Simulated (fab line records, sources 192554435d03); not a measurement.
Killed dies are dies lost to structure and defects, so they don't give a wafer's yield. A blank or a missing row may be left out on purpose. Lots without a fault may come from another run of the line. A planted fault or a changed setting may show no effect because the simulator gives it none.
fab line records | flow n5_finfet
record lots=5 wafers=15 last_day=17
route steps=1938 shown BEOL_M0@727 BEOL_M1@751
lots that met no fault: from a run of the same line without faults
start_h: hours from the record's first day to the start of the lot's first wafer shown | wait_h: hours since the lot's step before | " the same as in the row above | L1.1+2: a row that stands for several wafers | - no value, or no start given | * or withheld: withheld | < > ~ a bound
route shown NAME@n: a module of which the file shows steps, and the number in the route of the first | usual: mean/standard deviation of fault-free wafers | same: alike in all rows | chamber/n: place in a boat | sites: the reading at each site | _std_site: their standard deviation | _edge_site: outer sites' mean less inner sites' | radius_mm: how far each site lies from the wafer's centre | mask NAME#n: copy n | behind: the tool/chamber that last shaped the wafer | hold: why the lot was held/for how many hours/how that ended | device: the transistor (n, p or np) that didn't switch | end of line: the same wafers' tests at the end of the route | a step without rows: its recipe alone | killed: dies lost to structure and defects at the first sort, not the wafer's yield | map: a wafer's dies, x killed, . not, _ none there
set.NAME: the setting as run; set.NAME@STEP: as run at that earlier step | model.NAME: the simulator's own value behind a step, which no gauge read
lots at some steps of the route; a table a step, a row a wafer
services: from which hour (start_h, from the record's first day; less than 0 if before it) a tool's chamber was out of use, for how many hours, and why
## steps
# step N5_BEOL_M0_STRIP_139
# recipe chemistry=post_etch_residue_remover time_s=60 temp_c=25 remover_ph=withheld remover_water_wt_pct=withheld remover_fluoride_wt_pct=withheld
# columns lot.wafer tool chamber start_h wait_h
L082.1+4+5 wet_bench-02 1,0,7 166.99 0.1
L083.1+2+6 wet_bench-02 4,1,0 174.51 0.1
L087.1+2+3 wet_bench-03 7,3,2 198.32 0.1
L095.1+4+6 wet_bench-03 0,7,1 242.52 0.1
L096.4+5+6 wet_bench-06 0,7,5 253.86 0.1
# step N5_BEOL_M0_SRD_111
# recipe time_s=30 temp_c=23 rinse_liquid=diw dry=ipa_marangoni
# columns lot.wafer tool chamber start_h wait_h
L082.1+4+5 wet_bench-02 1,0,7 167.01 0.0
L083.1+2+6 wet_bench-02 4,1,0 174.53 0.0
L087.1+2+3 wet_bench-03 7,3,2 198.34 0.0
L095.1+4+6 wet_bench-03 0,7,1 242.55 0.0
L096.4+5+6 wet_bench-06 0,7,5 253.88 0.0
# step N5_BEOL_M0_DEGAS_112
# recipe ambient=vacuum temp_c=250 time_s=60
# usual heater_power_w=319/34 susceptor_temp_C=249.98/0.17
# columns lot.wafer tool chamber start_h wait_h heater_power_w susceptor_temp_C
L082.1 pvd_sputter-03 - 167.32 0.3 325 249.61
L082.4 " - " " 351 249.78
L082.5 " - " " 258 249.90
L083.1 pvd_sputter-01 - 175.39 0.8 307 250.21
L083.2 " - " " 308 249.88
L083.6 " - " " 299 249.91
L087.1 pvd_sputter-01 - 198.80 0.4 309 249.95
L087.2 " - " " 354 250.07
L087.3 " - " " 382 249.96
L095.1 pvd_sputter-03 - 242.75 0.2 354 250.00
L095.4 " - " " 327 250.00
L095.6 " - " " 255 249.84
L096.4 pvd_sputter-03 - 254.39 0.5 287 250.18
L096.5 " - " " 301 250.13
L096.6 " - " " 348 249.85
# step N5_BEOL_M0_PRE_CLEAN_113
# recipe gas=H2/He time_s=30 temp_c=250
# usual heater_power_w=318/33 susceptor_temp_C=250.00/0.19
# columns lot.wafer tool chamber start_h wait_h heater_power_w susceptor_temp_C
L082.1 pvd_sputter-03 - 167.36 0.0 330 249.56
L082.4 " - " " 349 250.17
L082.5 " - " " 259 250.15
L083.1 pvd_sputter-01 - 175.43 0.0 312 250.25
L083.2 " - " " 299 250.25
L083.6 " - " " 306 249.84
L087.1 pvd_sputter-01 - 198.84 0.0 302 250.06
L087.2 " - " " 362 249.92
L087.3 " - " " 370 249.99
L095.1 pvd_sputter-03 - 242.79 0.0 352 249.90
L095.4 " - " " 329 250.23
L095.6 " - " " 259 249.90
L096.4 pvd_sputter-03 - 254.43 0.0 295 250.10
L096.5 " - " " 294 250.24
L096.6 " - " " 356 249.98
# step N5_BEOL_M0_ALD_136
# recipe material=TaN target_thk_a=* temp_c=275 ald_precursor_family=PDMAT ald_co_reactant=NH3 pressure_torr=3 carrier_flow_sccm=1500 pulse_time_s=2 purge_time_s=3 co_reactant_purge_time_s=2 co_reactant_pulse_time_s=3 ald_cycles=30 precursor_vessel_temp_c=75 precursor_vessel_pressure_torr=26.25 precursor_vessel_carrier_sccm=1000
# usual heater_power_w=413/37 susceptor_temp_C=275.03/0.19
# same ald_cycles=30
# columns lot.wafer tool chamber start_h wait_h heater_power_w susceptor_temp_C
L082.1 ald_metal-02 2 167.42 0.0 382 274.76
L082.4 " 0 " " 400 275.22
L082.5 " 3 " " 372 274.96
L083.1 ald_metal-01 2 175.49 0.0 404 275.10
L083.2 " 3 " " 384 274.91
L083.6 " 3 " " 380 274.89
L087.1 ald_metal-04 2 199.05 0.2 467 274.95
L087.2 " 3 " " 378 274.95
L087.3 " 0 " " 436 274.93
L095.1 ald_metal-04 2 242.87 0.1 467 275.23
L095.4 " 0 " " 425 274.49
L095.6 " 2 " " 471 275.10
L096.4 ald_metal-02 0 254.60 0.1 385 274.84
L096.5 " 1 " " 419 274.88
L096.6 " 3 " " 376 275.50
# step N5_BEOL_M0_SURFACE_TREAT_137
# recipe gas=Ar time_s=* ion_energy_ev=* ion_current_ma_cm2=0.5 pressure_mtorr=* ar_flow_sccm=30
# usual throttle_valve_pct=*
# columns lot.wafer tool chamber start_h wait_h throttle_valve_pct
L082.1 pvd_sputter-01 - 167.70 0.2 *
L082.4 " - " " *
L082.5 " - " " *
L083.1 pvd_sputter-02 - 175.76 0.2 *
L083.2 " - " " *
L083.6 " - " " *
L087.1 pvd_sputter-01 - 199.28 0.1 *
L087.2 " - " " *
L087.3 " - " " *
L095.1 pvd_sputter-01 - 243.12 0.2 *
L095.4 " - " " *
L095.6 " - " " *
L096.4 pvd_sputter-03 - 254.99 0.3 *
L096.5 " - " " *
L096.6 " - " " *
# step N5_BEOL_M0_CVD_115
# recipe material=Co target_thk_a=* temp_c=withheld precursor=CCTBA/H2 pressure_torr=30 time_s=120
# columns lot.wafer tool chamber start_h wait_h
L082.1+4+5 cvd_co-01 2,1,0 167.99 0.3
L083.1+2+6 cvd_co-02 2,0,0 175.92 0.1
L087.1+2+3 cvd_co-02 0,1,2 199.38 0.1
L095.1+4+6 cvd_co-02 1,1,0 243.21 0.1
L096.4+5+6 cvd_co-01 2,1,0 255.10 0.1
# step N5_BEOL_M0_SPUTTER_116
# recipe material=Cu target_thk_a=40 temp_c=-20 chamber_pressure_pa=0.07 power_w=withheld time_s=7.37
# usual chuck_gas_flow_sccm=1.25/0.056 susceptor_temp_C=-20.00/0.11 throttle_valve_pct=29.9/0.9
# columns lot.wafer tool chamber start_h wait_h chuck_gas_flow_sccm susceptor_temp_C throttle_valve_pct
L082.1 pvd_sputter-03 - 168.16 0.1 1.30 -19.96 29.4
L082.4 " - " " 1.30 -20.03 30.2
L082.5 " - " " 1.29 -19.81 30.0
L083.1 pvd_sputter-03 - 176.05 0.1 1.22 -19.90 30.1
L083.2 " - " " 1.15 -20.01 30.5
L083.6 " - " " 1.21 -20.14 29.9
L087.1 pvd_sputter-03 - 199.48 0.1 1.21 -19.98 30.3
L087.2 " - " " 1.29 -20.00 30.7
L087.3 " - " " 1.22 -20.08 30.4
L095.1 pvd_sputter-02 - 243.57 0.3 1.34 -19.98 28.8
L095.4 " - " " 1.24 -20.01 30.1
L095.6 " - " " 1.34 -20.05 28.4
L096.4 pvd_sputter-01 - 256.19 1.1 1.28 -20.02 28.2
L096.5 " - " " 1.21 -20.10 30.1
L096.6 " - " " 1.20 -20.04 30.8
# step N5_BEOL_M0_ANNEAL_117
# recipe temp_c=400 time_s=60 ambient=vacuum
# usual heater_power_w=801/79 susceptor_temp_C=400.02/0.21 susceptor_temp_C_max=401.0/0.38
# columns lot.wafer tool chamber start_h wait_h heater_power_w susceptor_temp_C susceptor_temp_C_max
L082.1 pvd_sputter-03 - 168.24 0.0 889 400.17 401.1
L082.4 " - " " 835 400.05 400.9
L082.5 " - " " 806 400.11 401.2
L083.1 pvd_sputter-03 - 176.13 0.0 667 399.99 400.9
L083.2 " - " " 815 400.03 401.2
L083.6 " - " " 797 400.04 401.3
L087.1 pvd_sputter-03 - 199.56 0.0 817 400.04 400.8
L087.2 " - " " 750 400.07 400.6
L087.3 " - " " 629 400.08 400.8
L095.1 pvd_sputter-02 - 243.65 0.0 810 400.00 400.7
L095.4 " - " " 866 400.01 401.4
L095.6 " - " " 762 399.90 401.0
L096.4 pvd_sputter-01 - 256.27 0.0 777 399.99 400.9
L096.5 " - " " 940 399.70 400.5
L096.6 " - " " 763 400.03 401.2
# step N5_BEOL_M0_SPUTTER_132
# recipe material=Cu target_thk_a=40 temp_c=-20 chamber_pressure_pa=0.07 power_w=withheld time_s=7.37
# usual chuck_gas_flow_sccm=1.25/0.052 susceptor_temp_C=-19.99/0.1 throttle_valve_pct=29.9/0.88
# columns lot.wafer tool chamber start_h wait_h chuck_gas_flow_sccm susceptor_temp_C throttle_valve_pct
L082.1 pvd_sputter-03 - 168.28 0.0 1.30 -19.81 29.5
L082.4 " - " " 1.25 -20.04 30.4
L082.5 " - " " 1.30 -19.91 30.0
L083.1 pvd_sputter-03 - 176.17 0.0 1.17 -20.18 30.0
L083.2 " - " " 1.17 -19.83 30.0
L083.6 " - " " 1.26 -19.87 30.1
L087.1 pvd_sputter-03 - 199.60 0.0 1.34 -19.99 29.7
L087.2 " - " " 1.29 -19.87 30.5
L087.3 " - " " 1.21 -19.99 30.3
L095.1 pvd_sputter-02 - 243.69 0.0 1.21 -20.06 28.9
L095.4 " - " " 1.23 -20.06 30.0
L095.6 " - " " 1.32 -19.77 28.8
L096.4 pvd_sputter-01 - 256.31 0.0 1.24 -20.03 28.0
L096.5 " - " " 1.25 -20.07 29.7
L096.6 " - " " 1.22 -19.92 30.4
# step N5_BEOL_M0_ANNEAL_133
# recipe temp_c=400 time_s=60 ambient=vacuum
# usual heater_power_w=798/77 susceptor_temp_C=400.00/0.23 susceptor_temp_C_max=401.0/0.43
# columns lot.wafer tool chamber start_h wait_h heater_power_w susceptor_temp_C susceptor_temp_C_max
L082.1 pvd_sputter-03 - 168.36 0.0 875 400.02 401.1
L082.4 " - " " 861 399.88 400.9
L082.5 " - " " 813 400.25 401.4
L083.1 pvd_sputter-03 - 176.25 0.0 633 400.25 401.0
L083.2 " - " " 811 399.89 400.8
L083.6 " - " " 813 400.13 401.0
L087.1 pvd_sputter-03 - 199.68 0.0 789 399.60 400.8
L087.2 " - " " 742 399.60 400.2
L087.3 " - " " 647 400.12 401.2
L095.1 pvd_sputter-02 - 243.77 0.0 796 400.06 401.0
L095.4 " - " " 882 399.80 401.0
L095.6 " - " " 750 400.09 401.9
L096.4 pvd_sputter-01 - 256.39 0.0 786 399.74 400.7
L096.5 " - " " 904 399.75 400.7
L096.6 " - " " 751 400.00 401.1
# step N5_BEOL_M0_SPUTTER_134
# recipe material=Cu target_thk_a=40 temp_c=-20 chamber_pressure_pa=0.07 power_w=withheld time_s=7.37
# usual chuck_gas_flow_sccm=1.26/0.058 susceptor_temp_C=-20.02/0.1 throttle_valve_pct=29.9/0.88
# columns lot.wafer tool chamber start_h wait_h chuck_gas_flow_sccm susceptor_temp_C throttle_valve_pct
L082.1 pvd_sputter-03 - 168.40 0.0 1.18 -20.09 29.3
L082.4 " - " " 1.25 -19.95 29.9
L082.5 " - " " 1.25 -19.98 30.0
L083.1 pvd_sputter-03 - 176.29 0.0 1.29 -19.89 30.3
L083.2 " - " " 1.30 -19.87 30.4
L083.6 " - " " 1.21 -20.03 30.1
L087.1 pvd_sputter-03 - 199.72 0.0 1.28 -20.09 29.8
L087.2 " - " " 1.27 -19.93 30.6
L087.3 " - " " 1.20 -19.94 30.1
L095.1 pvd_sputter-02 - 243.81 0.0 1.22 -20.10 28.9
L095.4 " - " " 1.15 -20.19 30.2
L095.6 " - " " 1.19 -20.22 28.5
L096.4 pvd_sputter-01 - 256.43 0.0 1.23 -19.95 28.1
L096.5 " - " " 1.28 -20.14 29.8
L096.6 " - " " 1.19 -19.95 30.7
# step N5_BEOL_M0_ANNEAL_135
# recipe temp_c=400 time_s=60 ambient=vacuum
# usual heater_power_w=798/78 susceptor_temp_C=400.00/0.22 susceptor_temp_C_max=401.0/0.38
# columns lot.wafer tool chamber start_h wait_h heater_power_w susceptor_temp_C susceptor_temp_C_max
L082.1 pvd_sputter-03 - 168.48 0.0 887 400.34 401.2
L082.4 " - " " 792 400.10 401.4
L082.5 " - " " 820 400.04 401.3
L083.1 pvd_sputter-03 - 176.37 0.0 652 400.00 401.1
L083.2 " - " " 816 400.01 401.3
L083.6 " - " " 816 400.10 401.2
L087.1 pvd_sputter-03 - 199.80 0.0 834 400.08 401.6
L087.2 " - " " 746 399.57 400.2
L087.3 " - " " 644 399.80 401.3
L095.1 pvd_sputter-02 - 243.89 0.0 784 399.84 400.5
L095.4 " - " " 861 400.61 401.6
L095.6 " - " " 752 400.19 401.1
L096.4 pvd_sputter-01 - 256.51 0.0 783 399.96 400.8
L096.5 " - " " 953 399.87 400.9
L096.6 " - " " 725 400.24 401.4
# step N5_BEOL_M0_SPUTTER_141
# recipe material=Cu target_thk_a=40 temp_c=-20 chamber_pressure_pa=0.07 power_w=withheld time_s=7.37
# usual chuck_gas_flow_sccm=1.25/0.048 susceptor_temp_C=-20.01/0.11 throttle_valve_pct=29.9/0.9
# columns lot.wafer tool chamber start_h wait_h chuck_gas_flow_sccm susceptor_temp_C throttle_valve_pct
L082.1 pvd_sputter-03 - 168.52 0.0 1.23 -20.09 29.3
L082.4 " - " " 1.25 -20.26 30.1
L082.5 " - " " 1.30 -20.13 30.1
L083.1 pvd_sputter-03 - 176.41 0.0 1.27 -19.92 30.3
L083.2 " - " " 1.21 -20.07 30.2
L083.6 " - " " 1.22 -19.91 29.8
L087.1 pvd_sputter-03 - 199.84 0.0 1.27 -20.11 29.9
L087.2 " - " " 1.20 -20.07 30.8
L087.3 " - " " 1.25 -19.92 30.5
L095.1 pvd_sputter-02 - 243.93 0.0 1.28 -19.86 28.8
L095.4 " - " " 1.28 -20.01 30.2
L095.6 " - " " 1.24 -20.03 28.6
L096.4 pvd_sputter-01 - 256.55 0.0 1.28 -19.86 28.1
L096.5 " - " " 1.28 -19.95 29.9
L096.6 " - " " 1.32 -20.02 30.6
# step N5_BEOL_M0_ECD_118
# recipe material=Cu target_thk_a=3000
# columns lot.wafer tool chamber start_h wait_h
L082.1+4+5 ecd_cu-02 0 168.64 0.1
L083.1+2+6 ecd_cu-02 1,0,1 176.53 0.1
L087.1+2+3 ecd_cu-02 1,0,1 199.96 0.1
L095.1+4+6 ecd_cu-02 0 244.04 0.1
L096.4+5+6 ecd_cu-01 0,0,1 256.68 0.1
# step N5_BEOL_M0_ANNEAL_119
# recipe temp_c=225 time_s=90 ambient=N2
# usual wafer_temp_C_max=226.2/0.54
# columns lot.wafer tool chamber start_h wait_h wafer_temp_C_max
L082.1 rtp_anneal-01 0 168.72 0.1 227.1
L082.4 " 0 " " 227.0
L082.5 " 0 " " 227.5
L083.1 rtp_anneal-02 0 176.87 0.3 226.0
L083.2 " 0 " " 226.0
L083.6 " 0 " " 225.9
L087.1 rtp_anneal-02 0 200.22 0.2 225.7
L087.2 " 0 " " 225.6
L087.3 " 0 " " 226.1
L095.1 rtp_anneal-02 0 244.47 0.4 225.5
L095.4 " 0 " " 225.8
L095.6 " 0 " " 225.6
L096.4 rtp_anneal-01 0 256.88 0.2 227.1
L096.5 " 0 " " 226.8
L096.6 " 0 " " 226.4
# step N5_BEOL_M0_CMP_120
# recipe stop_on=SiOC t_overpolish_s=6.9 down_force_psi=1 platen_rpm=50 clearing_platen_down_force_psi=1.5 clearing_platen_rpm=50 post_cmp_clean=cu_alkaline clearing_platen_pad_velocity_m_s=0.99484 pad_velocity_m_s=0.99484
# usual barrier_field_endpoint_s=3.63/0.13 clearing_platen_rpm=50.003/0.025 edge_zone_pressure_frac=1.000/0.0051 motor_current_A=5.7/0.45 overpolish_run_s=6.901/0.0083 time_to_endpoint_s=63/3.3
# columns lot.wafer tool chamber start_h wait_h barrier_field_endpoint_s clearing_platen_rpm edge_zone_pressure_frac motor_current_A overpolish_run_s time_to_endpoint_s
L082.1 cmp-01 1 169.05 0.3 3.72 49.997 0.997 5.0 6.899 70
L082.4 " 2 " " 3.83 50.003 0.993 5.3 6.897 66
L082.5 " 1 " " 3.45 49.980 1.007 4.8 6.910 70
L083.2 cmp-04 0 177.22 0.3 3.60 50.039 1.002 5.9 6.912 65
L083.1 " 1 " " 3.42 50.036 0.999 5.6 6.910 60
L083.6 " 0 " " 3.44 50.020 1.000 6.5 6.891 64
L087.1 cmp-01 3 200.52 0.3 3.58 50.007 1.006 5.9 6.894 66
L087.2 " 0 " " 3.80 49.970 0.995 5.1 6.898 63
L087.3 " 1 " " 3.83 50.010 0.997 5.2 6.907 70
L095.1 cmp-03 0 244.82 0.3 3.61 50.015 0.995 5.9 6.898 61
L095.4 " 2 " " 3.54 50.000 1.005 6.4 6.906 58
L095.6 " 0 " " 3.47 50.001 0.998 5.8 6.880 62
L096.4 cmp-03 0 257.08 0.2 3.70 50.026 0.992 6.2 6.912 62
L096.5 " 3 " " 3.78 49.965 1.009 5.5 6.904 62
L096.6 " 0 " " 3.60 50.007 0.992 6.0 6.907 59
# step N5_BEOL_M0_PRE_CLEAN_131
# recipe gas=NH3/H2 time_s=15 temp_c=* rf_power_w=300
# usual heater_power_w=84/12 susceptor_temp_C=*
# columns lot.wafer tool chamber start_h wait_h heater_power_w susceptor_temp_C
L082.1 cvd_co-01 1 169.35 0.0 68 *
L082.4 " 0 " " 71 *
L082.5 " 1 " " 68 *
L083.1 cvd_co-02 0 177.51 0.0 97 *
L083.2 " 2 " " 89 *
L083.6 " 0 " " 98 *
L087.1 cvd_co-02 0 200.98 0.2 99 *
L087.2 " 1 " " 99 *
L087.3 " 2 " " 88 *
L095.1 cvd_co-01 2 245.12 0.0 90 *
L095.4 " 0 " " 72 *
L095.6 " 2 " " 88 *
L096.4 cvd_co-01 0 257.39 0.1 74 *
L096.5 " 1 " " 68 *
L096.6 " 2 " " 90 *
# step N5_BEOL_M0_CO_CAP_123
# recipe material=Co target_thk_a=20 temp_c=200 precursor=CCTBA/H2 pressure_torr=30 time_s=102.1
# usual heater_power_w=235/15 susceptor_temp_C=200.02/0.17
# columns lot.wafer tool chamber start_h wait_h heater_power_w susceptor_temp_C
L082.1 cvd_co-01 1 169.39 0.0 216 199.92
L082.4 " 0 " " 220 200.27
L082.5 " 1 " " 215 199.76
L083.1 cvd_co-02 0 177.55 0.0 251 200.02
L083.2 " 2 " " 235 200.24
L083.6 " 0 " " 257 199.70
L087.1 cvd_co-02 0 201.02 0.0 255 200.03
L087.2 " 1 " " 252 199.81
L087.3 " 2 " " 241 199.90
L095.1 cvd_co-01 2 245.16 0.0 243 200.12
L095.4 " 0 " " 216 200.13
L095.6 " 2 " " 235 200.38
L096.4 cvd_co-01 0 257.45 0.0 217 199.95
L096.5 " 1 " " 212 200.18
L096.6 " 2 " " 239 199.98
# step N5_BEOL_M0_PRE_CLEAN_124
# recipe gas=NH3 time_s=15 temp_c=withheld rf_power_w=300
# columns lot.wafer tool chamber start_h wait_h
L082.1+4+5 pecvd-02 1,2,0 169.48 0.1
L083.1+2+6 pecvd-02 1,2,2 177.64 0.1
L087.1+2+3 pecvd-01 0,2,1 201.11 0.1
L095.1+4+6 pecvd-02 0,1,0 245.25 0.1
L096.4+5+6 pecvd-01 2,1,0 257.51 0.0
# step N5_BEOL_M0_DEP_125
# recipe material=SiCN target_thk_a=80 temp_c=withheld precursor=3MS/NH3 pressure_torr=3 rf_w=202 time_s=14
# usual showerhead_plenum_p_Torr=3.657/0.0085 throttle_valve_pct=8.9/0.46
# columns lot.wafer tool chamber start_h wait_h showerhead_plenum_p_Torr throttle_valve_pct
L082.1 pecvd-02 1 169.50 0.0 3.657 9.4
L082.4 " 2 " " 3.648 8.1
L082.5 " 0 " " 3.654 8.7
L083.1 pecvd-02 1 177.67 0.0 3.655 9.1
L083.2 " 2 " " 3.645 7.9
L083.6 " 2 " " 3.648 8.1
L087.1 pecvd-01 0 201.13 0.0 3.652 8.7
L087.2 " 2 " " 3.670 8.4
L087.3 " 1 " " 3.656 9.1
L095.1 pecvd-02 0 245.27 0.0 3.660 8.8
L095.4 " 1 " " 3.656 9.3
L095.6 " 0 " " 3.655 8.8
L096.4 pecvd-01 2 257.54 0.0 3.669 8.7
L096.5 " 1 " " 3.660 9.0
L096.6 " 0 " " 3.658 8.7
# step N5_BEOL_M0_RS_MEAS_126
# recipe thk_meas_gauge=four-point-probe reads=Co_of_BEOL_M0_CO_CAP_123+Cu_of_BEOL_M0_ECD_118+Co_of_BEOL_M0_CVD_115+TaN_of_BEOL_M0_ALD_136
# usual M0_RS=0.531/0.018
# columns lot.wafer tool chamber start_h wait_h M0_RS[ohm/sq]
L082.1 film_metro-02 - 169.57 0.0 0.527
L082.4 " - " " 0.507
L082.5 " - " " 0.505
L083.1 film_metro-02 - 177.73 0.0 0.569
L083.2 " - " " 0.538
L083.6 " - " " 0.530
L087.1 film_metro-01 - 201.20 0.0 0.541
L087.2 " - " " 0.518
L087.3 " - " " 0.514
L095.1 film_metro-02 - 245.34 0.0 0.542
L095.4 " - " " 0.524
L095.6 " - " " 0.536
L096.4 film_metro-02 - 257.60 0.0 0.533
L096.5 " - " " 0.529
L096.6 " - " " 0.538
# step N5_BEOL_M0_INSPECT_127
# recipe inspect_instrument=darkfield mode=post_dep
# usual raw_defect_count=72/25
# columns lot.wafer tool chamber start_h wait_h raw_defect_count
L082.1 defect_inspect-02 - 169.59 0.0 88
L082.4 " - " " 83
L082.5 " - " " 66
L083.1 defect_inspect-02 - 177.76 0.0 85
L083.2 " - " " 69
L083.6 " - " " 40
L087.1 defect_inspect-02 - 201.23 0.0 101
L087.2 " - " " 138
L087.3 " - " " 69
L095.1 defect_inspect-01 - 245.37 0.0 64
L095.4 " - " " 108
L095.6 " - " " 111
L096.4 defect_inspect-01 - 257.62 0.0 63
L096.5 " - " " 60
L096.6 " - " " 52
# step N5_BEOL_M1_ILD_DEP_00
# recipe material=SiOC target_thk_a=790 temp_c=350 precursor=DEMS/O2 pressure_torr=5 rf_w=500 time_s=15.3
# usual heater_power_w=510/50 showerhead_plenum_p_Torr=5.692/0.017 susceptor_temp_C=350.01/0.21 throttle_valve_pct=11.8/0.57
# columns lot.wafer tool chamber start_h wait_h heater_power_w showerhead_plenum_p_Torr susceptor_temp_C throttle_valve_pct
L082.1 pecvd-01 1 169.63 0.0 524 5.700 350.14 11.9
L082.4 " 2 " " 588 5.707 349.93 11.2
L082.5 " 0 " " 410 5.686 349.87 11.3
L083.1 pecvd-01 1 177.80 0.0 523 5.692 350.12 11.6
L083.2 " 0 " " 420 5.679 350.23 11.8
L083.6 " 0 " " 425 5.690 350.23 11.3
L087.1 pecvd-03 1 201.26 0.0 571 5.710 350.25 12.5
L087.2 " 0 " " 586 5.723 350.05 11.9
L087.3 " 2 " " 508 5.683 350.00 12.2
L095.1 pecvd-03 2 245.40 0.0 468 5.670 349.71 12.0
L095.4 " 0 " " 567 5.700 350.14 11.8
L095.6 " 2 " " 490 5.673 349.96 12.1
L096.4 pecvd-02 0 257.67 0.1 549 5.687 349.82 11.5
L096.5 " 1 " " 596 5.670 349.71 12.6
L096.6 " 2 " " 428 5.682 350.35 11.0
# step N5_BEOL_M1_THK_MEAS_01
# recipe reads=SiOC_of_BEOL_M1_ILD_DEP_00
# usual M1_ILD_THK=79.0/1.1
# columns lot.wafer tool chamber start_h wait_h M1_ILD_THK[nm]
L082.1 film_metro-02 - 169.70 0.0 77.6
L082.4 " - " " 79.4
L082.5 " - " " 79.5
L083.1 film_metro-02 - 177.86 0.0 77.7
L083.2 " - " " 78.6
L083.6 " - " " 80.0
L087.1 film_metro-01 - 201.33 0.0 78.8
L087.2 " - " " 79.0
L087.3 " - " " 79.0
L095.1 film_metro-02 - 245.47 0.0 80.6
L095.4 " - " " 80.4
L095.6 " - " " 81.3
L096.4 film_metro-02 - 257.73 0.0 80.6
L096.5 " - " " 79.7
L096.6 " - " " 79.0
# step N5_BEOL_M1_PECVD_72
# recipe material=SiO2 target_thk_a=160 temp_c=400 precursor=TEOS/O2 pressure_torr=5.5 rf_w=450 teos_flow_sccm=53.8 gas=O2 flow_sccm=3000 time_s=18
# usual heater_power_w=734/66 showerhead_plenum_p_Torr=8.77/0.067 susceptor_temp_C=399.99/0.23 throttle_valve_pct=21.9/0.95
# columns lot.wafer tool chamber start_h wait_h heater_power_w showerhead_plenum_p_Torr susceptor_temp_C throttle_valve_pct
L082.1 pecvd-03 1 169.74 0.0 735 8.83 399.98 23.6
L082.4 " 1 " " 747 8.83 400.36 23.6
L082.5 " 0 " " 737 8.88 399.77 21.8
L083.1 pecvd-01 0 177.90 0.0 607 8.72 400.22 21.7
L083.2 " 1 " " 709 8.83 400.05 22.2
L083.6 " 2 " " 784 8.80 399.98 21.3
L087.1 pecvd-01 2 201.37 0.0 855 8.79 399.91 21.0
L087.2 " 1 " " 777 8.80 399.83 22.6
L087.3 " 0 " " 577 8.73 400.11 21.3
L095.1 pecvd-01 2 245.51 0.0 854 8.78 399.90 21.2
L095.4 " 1 " " 724 8.79 399.88 22.1
L095.6 " 0 " " 666 8.73 400.04 21.5
L096.4 pecvd-03 1 257.78 0.1 665 8.85 400.80 23.5
L096.5 " 0 " " 823 8.88 400.01 21.9
L096.6 " 2 " " 758 8.69 399.85 22.6
# step N5_BEOL_M1_HM_DEP_02
# recipe material=TiN target_thk_a=200 temp_c=25 chamber_pressure_pa=0.49996
# usual susceptor_temp_C=25.00/0.1 throttle_valve_pct=29.8/1
# columns lot.wafer tool chamber start_h wait_h susceptor_temp_C throttle_valve_pct
L082.1 pvd_sputter-03 - 170.84 1.1 24.87 30.5
L082.4 " - " " 24.90 29.9
L082.5 " - " " 25.11 30.0
L083.1 pvd_sputter-03 - 178.99 1.1 24.98 29.1
L083.2 " - " " 24.92 30.5
L083.6 " - " " 25.03 29.2
L087.1 pvd_sputter-03 - 204.23 2.8 24.87 30.7
L087.2 " - " " 25.18 30.2
L087.3 " - " " 24.91 29.9
L095.1 pvd_sputter-01 - 246.92 1.4 25.03 30.8
L095.4 " - " " 25.00 30.8
L095.6 " - " " 24.90 30.5
L096.4 pvd_sputter-02 - 258.57 0.8 24.98 30.1
L096.5 " - " " 25.09 29.9
L096.6 " - " " 24.78 28.3
# step N5_BEOL_M1_COAT_61
# recipe resist=SOC temp_c=250 time_s=60 spin_rpm=1500 resist_thk_nm=60
# columns lot.wafer tool chamber start_h wait_h
L082.1+4+5 litho_track-05 0 170.97 0.1
L083.1+2+6 litho_track-05 0 179.11 0.1
L087.1+2+3 litho_track-02 0 204.35 0.1
L095.1+4+6 litho_track-04 0 248.64 1.7
L096.4+5+6 litho_track-02 0 258.70 0.1
# step N5_BEOL_M1_COAT_62
# recipe resist=SiARC temp_c=220 time_s=60 spin_rpm=1500 resist_thk_nm=12
# columns lot.wafer tool chamber start_h wait_h
L082.1+4+5 litho_track-05 0 - -
L083.1+2+6 litho_track-05 0 - -
L087.1+2+3 litho_track-02 0 - -
L095.1+4+6 litho_track-04 0 - -
L096.4+5+6 litho_track-02 0 - -
# step N5_BEOL_M1_COAT_73
# recipe resist=underlayer temp_c=205 time_s=60 spin_rpm=1500 resist_thk_nm=5
# columns lot.wafer tool chamber start_h wait_h
L082.1+4+5 litho_track-05 0 - -
L083.1+2+6 litho_track-05 0 - -
L087.1+2+3 litho_track-02 0 - -
L095.1+4+6 litho_track-04 0 - -
L096.4+5+6 litho_track-02 0 - -
# step N5_BEOL_M1_COAT_05
# recipe resist=CAR-EUV spin_rpm=1500 resist_thk_nm=30
# columns lot.wafer tool chamber start_h wait_h
L082.1+4+5 litho_track-05 0 - -
L083.1+2+6 litho_track-05 0 - -
L087.1+2+3 litho_track-02 0 - -
L095.1+4+6 litho_track-04 0 - -
L096.4+5+6 litho_track-02 0 - -
# step N5_BEOL_M1_EBR_07
# recipe solvent=PGMEA ebr_width_mm=1.5
# same ebr_width_mm=1.5
# columns lot.wafer tool chamber start_h wait_h
L082.1+4+5 litho_track-05 0 - -
L083.1+2+6 litho_track-05 0 - -
L087.1+2+3 litho_track-02 0 - -
L095.1+4+6 litho_track-04 0 - -
L096.4+5+6 litho_track-02 0 - -
# step N5_BEOL_M1_SOFTBAKE_06
# recipe temp_c=110 time_s=60 resist=CAR-EUV
# columns lot.wafer tool chamber start_h wait_h
L082.1+4+5 litho_track-05 0 - -
L083.1+2+6 litho_track-05 0 - -
L087.1+2+3 litho_track-02 0 - -
L095.1+4+6 litho_track-04 0 - -
L096.4+5+6 litho_track-02 0 - -
## services
# columns tool chamber start_h hours kind
cmp-03 - 152.68 4.0 pm
cvd_co-02 - 154.10 6.9 pm
cmp-03 - 156.68 - consumable_replace:conditioner
pvd_sputter-01 - 161.78 0.8 repair
cmp-01 - 165.80 0.3 repair
cvd_co-01 - 171.84 39.5 repair
pecvd-02 2 180.04 2.1 scheduled_down
ald_metal-04 - 181.93 6.0 pm
cmp-01 - 182.22 4.0 pm
cmp-01 - 186.22 4.1 pm
cmp-03 - 192.87 3.3 repair
pecvd-02 1 195.84 18.6 repair
pecvd-03 1 204.64 2.1 scheduled_down
cmp-04 - 209.70 5.9 pm
pecvd-01 1 216.41 5.0 repair
ald_metal-04 - 225.09 1.3 repair
ald_metal-01 0 234.92 2.9 repair
ald_metal-04 1 236.48 6.2 repair
ecd_cu-02 - 237.28 4.0 repair
cmp-01 - 238.83 2.8 repair
wet_bench-02 - 246.84 1.2 repair
cmp-03 - 250.71 4.4 repair
ald_metal-02 2 254.25 10.7 repair
pecvd-03 - 254.60 0.9 repair
## key
fault none
